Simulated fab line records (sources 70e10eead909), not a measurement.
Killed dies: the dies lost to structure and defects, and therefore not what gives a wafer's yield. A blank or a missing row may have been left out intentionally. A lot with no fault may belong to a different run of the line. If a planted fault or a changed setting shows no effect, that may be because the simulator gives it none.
Matching of chambers | flow nand_harc | rie_diel-05 running NHARC_A_CHANNEL_HOLE_D1_DESCUM_15: 4 sister chambers
The step chemistry O2, time 3 s. 16 wafers are shown with their chamber, then 8 later ones without.

## WAFERS, EACH WITH ITS CHAMBER
wafer  | chamber | drypump_motor_current_A (A) | showerhead_plenum_p_Torr (Torr) | oes_product_au (a.u.)
L075.1 | 3       | 5.0                         | 1.79                            | 1.008
L075.2 | 2       | 6.3                         | 1.84                            | 1.000
L075.4 | 1       | 6.6                         | 1.88                            | 0.999
L078.2 | 0       | 5.5                         | 2.00                            | 0.996
L078.3 | 3       | 5.0                         | 1.79                            | 1.000
L078.6 | 3       | 4.9                         | 1.79                            | 1.001
L082.2 | 2       | 6.3                         | 1.83                            | 0.996
L082.3 | 3       | 4.9                         | 1.78                            | 1.005
L082.4 | 0       | 5.5                         | 2.00                            | 1.003
L087.3 | 0       | 5.5                         | 2.00                            | 1.012
L087.4 | 2       | 6.3                         | 1.83                            | 0.988
L087.6 | 1       | 6.7                         | 1.87                            | 0.997
L086.1 | 3       | 4.9                         | 1.78                            | 1.003
L086.5 | 0       | 5.5                         | 2.00                            | 1.004
L086.6 | 3       | 4.9                         | 1.78                            | 1.005
L088.3 | 0       | 5.5                         | 1.99                            | 0.995

SIGNATURES (means of the wafers above)
reading                  | chamber 0 | chamber 1 | chamber 2 | chamber 3 | scatter within a chamber
drypump_motor_current_A  | 5.500     | 6.650     | 6.300     | 4.933     | 0.0391
showerhead_plenum_p_Torr | 1.9980    | 1.8750    | 1.8333    | 1.7850    | 0.00537
oes_product_au           | 1.00200   | 0.99800   | 0.99467   | 1.00367   | 0.00508
Rule: a wafer lies at a distance from a chamber equal to the root of the sum of squares, over the readings, of (its reading less the chamber's mean, divided by the reading's scatter). The wafer belongs to the nearest chamber; if the next one is less than 2 further off, it can't be placed. The scatter: take each reading less its chamber's mean, square it, sum over the shown wafers, divide by the number of wafers less the number of chambers, and take the root.

## WAFERS WITH NO CHAMBER GIVEN
wafer  | drypump_motor_current_A (A) | showerhead_plenum_p_Torr (Torr) | oes_product_au (a.u.)
L088.5 | 4.9                         | 1.78                            | 0.996
L088.6 | 6.3                         | 1.83                            | 0.991
L090.2 | 5.5                         | 1.99                            | 1.017
L090.4 | 5.0                         | 1.77                            | 1.000
L090.5 | 5.5                         | 1.99                            | 1.015
L097.2 | 4.9                         | 2.08                            | 0.998
L097.3 | 5.5                         | 1.99                            | 1.010
L097.5 | 6.7                         | 1.85                            | 0.986

## THE CHAMBER EACH PASSED THROUGH
wafer  | from the rows above | in truth
L088.5 | 3                   | 3
L088.6 | 2                   | 2
L090.2 | 0                   | 0
L090.4 | 3                   | 3
L090.5 | 0                   | 0
L097.2 | 0                   | 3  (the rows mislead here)
L097.3 | 0                   | 0
L097.5 | 1                   | 1
7 of 8 placed correctly. Not placeable from these rows: 0. Placed wrongly: 1.
